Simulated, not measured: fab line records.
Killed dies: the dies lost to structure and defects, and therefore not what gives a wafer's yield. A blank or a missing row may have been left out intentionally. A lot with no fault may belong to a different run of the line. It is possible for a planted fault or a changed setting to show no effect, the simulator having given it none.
Which of the tools did it? | flow n5-finfet | 10 lots with 30 wafers sampled at 2 steps, on a route of 1938 steps

WHAT THE GAUGES READ, wafer by wafer
N5_PASSIVATION_CD_MEAS_30: the cd target is 4000 nm. Usual: 3999.3 nm for cd-nm, sd 1.7.
lot  | measured     | on        | cd-nm (nm)           | flag
L981 | day 12 22:19 | cd-sem-02 | 4000.1 4000.5 3996.7 |
L983 | day 12 23:26 | cd-sem-01 | 4002.3 4000.9 4000.3 |
L984 | day 13 01:08 | cd-sem-03 | 4002.0 4002.2 4001.3 |
L986 | day 13 21:18 | cd-sem-01 | 3995.0 3999.4 3999.2 |
L987 | day 13 21:48 | cd-sem-01 | 3997.8 3998.8 4000.5 |
L988 | day 14 04:26 | cd-sem-02 | 3997.6 3999.1 3999.5 |
L989 | day 14 07:30 | cd-sem-03 | 3996.8 3998.7 3999.1 |
L990 | day 14 18:39 | cd-sem-03 | 4000.6 3997.4 3994.8 |
L994 | day 15 10:32 | cd-sem-01 | 3999.5 3999.0 4000.5 |
L995 | day 15 11:56 | cd-sem-02 | 4000.4 3996.2 3995.0 |

WHAT TOOL EACH LOT RAN ON (gives the tool, then ch and the chambers of the sampled wafers, and finally the start)
lot  | N5_BEOL_M6_VIA_ETCH_34
L981 | rie-diel-03 ch 1,2, day 9 11:34
L983 | rie-diel-03 ch 0,1,3, day 9 17:35
L984 | rie-diel-03 ch 0,1,2, day 9 22:44
L986 | rie-diel-01 ch 0,3, day 10 17:16
L987 | rie-diel-01 ch 0,1,2, day 10 22:38
L988 | rie-diel-05 ch 0,1,3, day 11 08:25
L989 | rie-diel-03 ch 2,3, day 11 11:55
L990 | rie-diel-03 ch 0,3, day 11 17:01
L994 | rie-diel-03 ch 0,3, day 12 08:53
L995 | rie-diel-05 ch 0,1,3, day 12 14:51
- N5_BEOL_M6_VIA_ETCH_34: etches SiCOH lowk in C4F6/O2, target depth 126.3 nm, time 50.9 s.

AS READ BY THE TOOLS THEMSELVES (means over the sampled wafers that have a number; for cases with no such wafer, the mark the record gives instead)
N5_BEOL_M6_VIA_ETCH_34. Usual: drypump-motor-current-A 5.7 A, standard deviation 0.43; oes_o_777_au 0.78 a.u., standard deviation 0.078; oes-product-au 0.79 a.u., standard deviation 0.089; rf-vpp-V 667 V, standard deviation 10; showerhead-plenum-p-Torr 2.92 Torr, standard deviation 0.06; throttle-valve-pct 20.84 %, standard deviation 0.21.
lot  | tool        | drypump-motor-current-A (A) | oes_o_777_au (a.u.) | oes-product-au (a.u.) | rf-vpp-V (V) | showerhead-plenum-p-Torr (Torr) | throttle-valve-pct (%) | flag
L981 | rie-diel-03 | 5.3                         | 0.79                | 0.79                  | 666          | 2.92                            | 20.93                  |
L983 | rie-diel-03 | 5.4                         | 0.78                | 0.81                  | 670          | 2.95                            | 20.90                  |
L984 | rie-diel-03 | 5.5                         | 0.77                | 0.79                  | 674          | 2.96                            | 20.89                  |
L986 | rie-diel-01 | 6.3                         | 0.72                | 0.72                  | 667          | 2.94                            | 20.89                  |
L987 | rie-diel-01 | 5.7                         | 0.80                | 0.79                  | 664          | 2.94                            | 20.89                  |
L988 | rie-diel-05 | 5.7                         | 0.80                | 0.80                  | 663          | 2.85                            | 20.69                  |
L989 | rie-diel-03 | 5.3                         | 0.69                | 0.67                  | 667          | 2.93                            | 20.91                  |
L990 | rie-diel-03 | 5.5                         | 0.72                | 0.73                  | 671          | 2.95                            | 20.89                  |
L994 | rie-diel-03 | 5.6                         | 0.75                | 0.78                  | 678          | 2.98                            | 20.89                  |
L995 | rie-diel-05 | 5.7                         | 0.78                | 0.78                  | 663          | 2.84                            | 20.72                  |

THE ANSWER, worked out from the rows above alone
Rule: lot off if the mean of its wafers having a number is beyond 3 standard deviations from the usual mean. Also off: a lot with no number at a reading for which 4 or more lots have one. Any other lot the step has rows for is counted as sound. Order of review: gauges by route order, followed by the tools' own readings, for which a lot's mean as printed above is used. The first step at which some lot is off is used, and at that step the reading that is off furthest; a lot without a number counts as furthest.
None of the lots is off at any reading shown; this tells nothing.

WHAT THE SIMULATOR HAD PUT IN
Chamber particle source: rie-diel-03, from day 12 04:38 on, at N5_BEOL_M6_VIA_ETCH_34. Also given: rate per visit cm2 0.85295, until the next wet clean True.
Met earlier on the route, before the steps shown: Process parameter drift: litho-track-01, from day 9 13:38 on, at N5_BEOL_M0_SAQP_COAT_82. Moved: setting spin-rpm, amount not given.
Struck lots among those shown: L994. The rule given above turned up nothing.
